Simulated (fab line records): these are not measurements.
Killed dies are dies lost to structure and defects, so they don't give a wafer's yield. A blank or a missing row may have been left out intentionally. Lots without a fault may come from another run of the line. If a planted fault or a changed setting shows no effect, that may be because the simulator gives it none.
fab line records ; flow n5_finfet
[record] lots = 7; wafers = 21
route steps=1938 shown PASSIVATION@1930
start_h: start of the lot's first displayed wafer, in hours after the record's first day ; wait_h: hours elapsed since this lot's preceding step ; " identical to the entry in the row above ; L1.1+2: several wafers, shown together as one row ; - no value, or no start was given ; * or withheld: withheld ; < > ~ a bound
route shown NAME@n: names a module that has steps shown in the file, with the first one's number in the route ; usual: mean and standard deviation over wafers with no fault ; same: alike in all rows ; chamber/n: place in a boat ; sites: each site's reading ; _std_site: how widely they spread, as a standard deviation ; _edge_site: the outer-site mean with the inner-site mean subtracted ; radius_mm: for every site, how far away it sits from the centre of the wafer ; mask NAME#n: copy n ; behind: the tool/chamber that last shaped the wafer ; hold: why the lot went on hold/how many hours it stayed there/how the hold came to an end ; device: transistor that didn't switch, given as n, p or np ; end of line: tests of these same wafers at the route's end ; a step given without rows: its recipe and nothing more ; killed: dies lost to structure and defects at the first sort, not the wafer's yield ; map: a wafer's dies, x killed, . not, _ none there
set.NAME: the run value of the setting; set.NAME@STEP: its run value at that earlier step ; model.NAME: the simulator's own value behind a step, which no gauge read
one table per step and one row per wafer, for lots whose settings were changed on purpose
[[steps]]
[step N5_PASSIVATION_ETCH_54]
[recipe] chemistry = CHF3/O2; target = SiO2; target_depth_a = 8800; CHF3_flow_sccm = 50; O2_flow_sccm = 5; Ar_flow_sccm = 200; time_s = 440; mask_material = PR; pressure_mtorr = 30; source_w = 650; bias_w = 170; ion_energy_ev = 200
lot.wafer;tool;chamber;start_h;wait_h;set.time_s;model.PASSIVATION.feature_depth_nm;model.etch.depth_nm
L081.3;rie_diel-04;1;385.75;0.1;470.8;929;929
L081.4;rie_diel-04;0;385.75;0.1;470.8;961.6;961.5
L081.6;rie_diel-04;1;385.75;0.1;440;864.8;864.7
L083.2;rie_diel-04;1;419.07;0.1;440;868.6;868.6
L083.4;rie_diel-04;2;419.07;0.1;440;888.4;888.4
L083.6;rie_diel-04;2;419.07;0.1;440;881.8;881.9
L087.2;rie_diel-02;1;464.85;0.1;533.5;1070;1070
L087.5;rie_diel-02;1;464.85;0.1;440;879.8;879.8
L087.6;rie_diel-02;0;464.85;0.1;533.5;1082;1082
L088.1;rie_diel-04;1;465.65;0.1;440;871.2;871.2
L088.3;rie_diel-04;0;465.65;0.1;440;891;891.1
L088.5;rie_diel-04;2;465.65;0.1;440;888.2;888.3
L095.2;rie_diel-04;1;472.73;0.1;440;870;870
L095.3;rie_diel-04;3;472.73;0.1;440;892.8;892.9
L095.4;rie_diel-04;0;472.73;0.1;440;891;890.9
L097.3;rie_diel-04;2;481.31;0.1;440;896;895.9
L097.5;rie_diel-04;3;481.31;0.1;440;888.6;888.7
L097.6;rie_diel-04;2;481.31;0.1;440;888.8;888.7
L089.1;rie_diel-04;3;502.45;0.1;361.1;731;730.9
L089.2;rie_diel-04;1;502.45;0.1;440;859.8;859.8
L089.5;rie_diel-04;1;502.45;0.1;440;865.4;865.3
[step N5_PASSIVATION_STRIP_48]
[recipe] chemistry = O2; power_w = 600; temp_c = 60; pressure_mtorr = 30; rf_frequency_hz = 6e+07; bias_power_w = 0; overash_fraction = 0.5; o2_flow_sccm = 225
[step N5_PASSIVATION_STRIP_52]
[recipe] chemistry = post_etch_residue_remover; time_s = 1200; temp_c = 72.5
[step N5_PASSIVATION_SRD_72]
[recipe] dry = ipa_marangoni; time_s = 30; temp_c = 23; rinse_liquid = diw
[step N5_PASSIVATION_ANNEAL_56]
[recipe] temp_c = 400; time_s = 1800; ambient = FGA; idle_temp_c = 300; ramp_up_c_per_min = 5; ramp_down_c_per_min = 3
[step N5_PASSIVATION_PROBE_49]
[usual] defect_limited_yield = 91.4/1.2; killed_at_M0_to_M3 = 34/10; killed_at_M4_up = 14/5.1; killed_at_contacts = 12/6.4; killed_at_front_end = 38/9.3; killed_at_other = 4/3; killed_dies = 102/15; killed_open = 67/12; killed_short = 33/6.9; sort_bin_5_function = 5.0/0.86; sort_bin_6_memory = 3.2/0.58; sort_n_pass = 1078/15; sort_yield_pct = 91.4/1.2
[same] gross_dies = 1180; killed_at_back_side = 0; sort_bin_4_leakage[%] = 0; sort_bin_8_speed[%] = 0
lot.wafer;tool;chamber;start_h;wait_h;set.bias_w@PASSIVATION_VIA_ETCH_13;defect_limited_yield[%];killed_at_M0_to_M3;killed_at_M4_up;killed_at_contacts;killed_at_front_end;killed_at_other;killed_dies;killed_open;killed_short;sort_bin_5_function[%];sort_bin_6_memory[%];sort_n_pass;sort_yield_pct[%]
L081.3;prober-01;-;388.63;0.1;189;90.6;30;13;15;49;4;111;72;37;4.9;3.6;1069;90.6
L081.4;prober-01;-;388.68;0.2;189;90.8;38;7;31;30;2;108;75;32;4.7;4.1;1072;90.8
L081.6;prober-01;-;388.78;0.3;170;93.4;25;15;19;19;0;78;55;21;4.1;2.2;1102;93.4
L083.2;prober-02;-;422.24;0.4;144.3;92.9;39;13;6;20;6;84;58;25;4.2;3.0;1096;92.9
L083.4;prober-02;-;422.34;0.5;170;92.7;28;16;11;28;3;86;55;28;4.9;2.4;1094;92.7
L083.6;prober-02;-;422.44;0.6;170;92.4;27;14;5;36;8;90;53;35;4.3;2.9;1090;92.4
L087.2;prober-02;-;468.38;0.8;179;32.5;49;673;14;57;3;796;89;35;62.5;4.7;384;32.5
L087.5;prober-02;-;468.53;0.9;179;40.4;52;585;18;43;5;703;84;38;54.5;4.4;477;40.4
L087.6;prober-02;-;468.58;1.0;170;89.5;32;21;16;48;7;124;86;36;5.5;4.9;1056;89.5
L088.1;prober-02;-;468.63;0.2;170;89.5;52;8;14;43;7;124;77;46;6.0;4.2;1056;89.5
L088.3;prober-02;-;468.73;0.3;170;93.0;24;13;10;36;0;83;53;29;4.2;2.7;1097;93.0
L088.5;prober-02;-;468.83;0.4;170;92.5;29;9;18;32;0;88;61;27;4.2;3.1;1092;92.5
L095.2;prober-01;-;475.61;0.1;170;64.2;321;18;30;48;5;422;103;39;22.5;11.4;758;64.2
L095.3;prober-01;-;475.66;0.1;155.4;92.5;15;14;17;41;2;89;54;33;4.4;3.1;1091;92.5
L095.4;prober-01;-;475.71;0.2;155.4;92.5;30;11;18;25;5;89;51;37;4.1;3.1;1091;92.5
L097.3;prober-02;-;484.24;0.1;170;88.0;58;15;13;52;4;142;106;35;8.0;3.8;1038;88.0
L097.5;prober-02;-;484.34;0.2;170;91.8;37;9;15;35;1;97;73;24;5.8;1.9;1083;91.8
L097.6;prober-02;-;484.39;0.3;170;91.5;38;11;14;35;2;100;65;33;4.8;3.1;1080;91.5
L089.1;prober-01;-;505.24;0.0;197.7;11.4;18;12;7;42;966;1045;53;28;85.1;3.0;135;11.4
L089.2;prober-01;-;505.29;0.1;197.7;91.5;40;19;3;33;5;100;69;30;5.1;3.1;1080;91.5
L089.5;prober-01;-;505.44;0.2;170;92.6;33;12;6;27;9;87;54;33;4.2;2.6;1093;92.6
// killed by level:class
L081.3 FIN_SAQP:geometric_particle:short=15 STI_FIN_REVEAL:geometric_particle:open=13 MOL_CONTACT_COAG:geometric_particle:open=12 FIN_SAQP:geometric_particle:open=10 BEOL_M2:geometric_particle:open=7 BEOL_M0_SAQP:geometric_particle:open=6 BEOL_M4:geometric_particle:open=6 BEOL_M1:geometric_particle:open=5
L081.4 MOL_CONTACT_COAG:geometric_particle:open=26 BEOL_M0_SAQP:geometric_particle:short=11 BEOL_M0_SAQP:geometric_particle:open=10 BEOL_M2:geometric_particle:open=8 GATE_CUT:geometric_particle:open=6 STI_FIN_REVEAL:geometric_particle:open=5 MOL_CONTACT_COAG:geometric_particle:short=5 FIN_SAQP:geometric_particle:short=4
L081.6 MOL_CONTACT_COAG:geometric_particle:open=16 BEOL_M0_SAQP:geometric_particle:open=8 BEOL_M3:geometric_particle:open=6 BEOL_M0_SAQP:geometric_particle:short=5 FIN_SAQP:geometric_particle:open=3 GATE_CUT:geometric_particle:open=3 GATE_CUT:geometric_particle:short=3 MOL_CONTACT_COAG:geometric_particle:short=3
L083.2 BEOL_M2:geometric_particle:open=11 BEOL_M0_SAQP:geometric_particle:short=8 BEOL_M0_SAQP:geometric_particle:open=7 MOL_CONTACT_COAG:geometric_particle:open=5 BEOL_M1:geometric_particle:open=5 BEOL_M3:geometric_particle:open=4 BEOL_M4:geometric_particle:open=4 FIN_SAQP:geometric_particle:open=3
L083.4 MOL_CONTACT_COAG:geometric_particle:open=10 FIN_SAQP:geometric_particle:short=8 BEOL_M0_SAQP:geometric_particle:open=8 FIN_SAQP:geometric_particle:open=5 BEOL_M0_SAQP:geometric_particle:short=5 BEOL_M3:geometric_particle:open=5 BEOL_M4:geometric_particle:open=4 STI_FIN_REVEAL:geometric_particle:open=3
L083.6 FIN_SAQP:geometric_particle:open=8 BEOL_M4:geometric_particle:open=7 BEOL_M1:geometric_particle:open=6 FIN_SAQP:geometric_particle:short=5 BEOL_M0_SAQP:geometric_particle:short=5 BEOL_M0_SAQP:geometric_particle:open=5 DUMMY_GATE:geometric_particle:open=4 GATE_CUT:geometric_particle:short=4
L087.2 BEOL_M10:area_etch=664 FIN_SAQP:geometric_particle:open=18 MOL_CONTACT_COAG:geometric_particle:open=12 BEOL_M0_SAQP:geometric_particle:short=10 FIN_SAQP:geometric_particle:short=10 DUMMY_GATE:geometric_particle:open=10 BEOL_M0_SAQP:geometric_particle:open=10 BEOL_M2:geometric_particle:open=10
L087.5 BEOL_M10:area_etch=569 MOL_CONTACT_COAG:geometric_particle:open=16 FIN_SAQP:geometric_particle:open=14 BEOL_M2:geometric_particle:open=12 BEOL_M0_SAQP:geometric_particle:short=10 BEOL_M0_SAQP:geometric_particle:open=10 BEOL_M1:area_expose=9 FIN_SAQP:geometric_particle:short=8
L087.6 MOL_CONTACT_COAG:geometric_particle:open=15 FIN_SAQP:geometric_particle:short=11 DUMMY_GATE:geometric_particle:open=9 BEOL_M0_SAQP:geometric_particle:open=8 FIN_SAQP:geometric_particle:open=7 STI_FIN_REVEAL:geometric_particle:open=7 BEOL_M3:geometric_particle:open=7 BEOL_M2:geometric_particle:open=7
L088.1 BEOL_M0_SAQP:geometric_particle:short=16 BEOL_M0_SAQP:geometric_particle:open=11 BEOL_M2:geometric_particle:open=11 MOL_CONTACT_COAG:geometric_particle:open=10 GATE_CUT:geometric_particle:short=9 FIN_SAQP:geometric_particle:open=8 STI_FIN_REVEAL:geometric_particle:open=7 BEOL_M3:geometric_particle:open=5
L088.3 MOL_CONTACT_COAG:geometric_particle:open=8 FIN_SAQP:geometric_particle:open=7 STI_FIN_REVEAL:geometric_particle:open=7 FIN_SAQP:geometric_particle:short=5 BEOL_M2:geometric_particle:open=5 GATE_CUT:geometric_particle:short=4 BEOL_M3:geometric_particle:open=4 BEOL_M4:geometric_particle:open=4
L088.5 MOL_CONTACT_COAG:geometric_particle:open=14 BEOL_M2:geometric_particle:open=9 FIN_SAQP:geometric_particle:short=8 BEOL_M0_SAQP:geometric_particle:short=7 BEOL_M4:geometric_particle:open=6 STARTING-WAFER:geometric_particle:open=5 FIN_SAQP:geometric_particle:open=4 GATE_CUT:geometric_particle:open=4
L095.2 BEOL_M1:area_expose=280 MOL_CONTACT_COAG:geometric_particle:open=27 STI_FIN_REVEAL:geometric_particle:open=17 BEOL_M0_SAQP:geometric_particle:open=17 BEOL_M0_SAQP:geometric_particle:short=14 BEOL_M4:geometric_particle:open=10 FIN_SAQP:geometric_particle:open=6 GATE_CUT:geometric_particle:short=6
L095.3 MOL_CONTACT_COAG:geometric_particle:open=14 STI_FIN_REVEAL:geometric_particle:open=7 FIN_SAQP:geometric_particle:open=6 FIN_SAQP:geometric_particle:short=6 GATE_CUT:geometric_particle:short=5 BEOL_M0_SAQP:geometric_particle:short=5 BEOL_M4:geometric_particle:open=5 DUMMY_GATE:geometric_particle:short=3
L095.4 MOL_CONTACT_COAG:geometric_particle:open=13 BEOL_M0_SAQP:geometric_particle:short=8 BEOL_M4:geometric_particle:open=8 GATE_CUT:geometric_particle:short=7 BEOL_M1:geometric_particle:open=7 BEOL_M3:geometric_particle:open=7 FIN_SAQP:geometric_particle:short=5 MOL_CONTACT_COAG:geometric_particle:short=5
L097.3 BEOL_M0_SAQP:geometric_particle:open=13 BEOL_M2:geometric_particle:open=12 FIN_SAQP:geometric_particle:open=11 MOL_CONTACT_COAG:geometric_particle:open=10 BEOL_M1:geometric_particle:open=10 BEOL_M3:geometric_particle:open=10 STI_FIN_REVEAL:geometric_particle:open=9 STI_FIN_REVEAL:geometric_particle:short=6
L097.5 BEOL_M2:geometric_particle:open=14 MOL_CONTACT_COAG:geometric_particle:open=14 DUMMY_GATE:geometric_particle:open=9 BEOL_M1:geometric_particle:open=9 STI_FIN_REVEAL:geometric_particle:open=8 BEOL_M0_SAQP:geometric_particle:short=7 FIN_SAQP:geometric_particle:open=6 STARTING-WAFER:geometric_particle:short=5
L097.6 STI_FIN_REVEAL:geometric_particle:open=10 MOL_CONTACT_COAG:geometric_particle:open=8 BEOL_M1:geometric_particle:open=8 BEOL_M1:geometric_particle:short=7 MOL_CONTACT_COAG:geometric_particle:short=6 DUMMY_GATE:geometric_particle:open=5 BEOL_M2:geometric_particle:open=5 BEOL_M3:geometric_particle:open=5
L089.1 PASSIVATION:area_etch=962 FIN_SAQP:geometric_particle:open=10 DUMMY_GATE:geometric_particle:open=5 MOL_CONTACT_COAG:geometric_particle:open=5 FIN_SAQP:geometric_particle:short=4 DUMMY_GATE:geometric_particle:short=4 BEOL_M0_SAQP:geometric_particle:short=4 STI_FIN_REVEAL:geometric_particle:open=3
L089.2 BEOL_M2:geometric_particle:open=9 BEOL_M0_SAQP:geometric_particle:open=8 BEOL_M0_SAQP:geometric_particle:short=8 STI_FIN_REVEAL:geometric_particle:open=7 DUMMY_GATE:geometric_particle:open=7 BEOL_M4:geometric_particle:open=7 BEOL_M1:geometric_particle:open=4 BEOL_M3:geometric_particle:open=4
L089.5 BEOL_M0_SAQP:geometric_particle:open=10 BEOL_M0_SAQP:geometric_particle:short=7 BEOL_M2:geometric_particle:open=6 BEOL_M4:geometric_particle:open=5 FIN_SAQP:geometric_particle:open=4 FIN_SAQP:geometric_particle:short=4 STI_FIN_REVEAL:geometric_particle:open=4 MOL_CONTACT_COAG:geometric_particle:open=4
[[key]]
[split] step = N5_PASSIVATION_ETCH_54; setting = time_s; stated = 440; by = wafer
[response] step = N5_PASSIVATION_ETCH_54; reading = model.PASSIVATION.feature_depth_nm; change = +8.63; per = 1%; r = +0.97
[response] step = N5_PASSIVATION_ETCH_54; reading = model.etch.depth_nm; change = +8.63; per = 1%; r = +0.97
split outside_this_file step=N5_PASSIVATION_VIA_ETCH_13 setting=bias_w
// split outside_this_file: this setting was split too, and the file shows its column; the key of that split is in another file
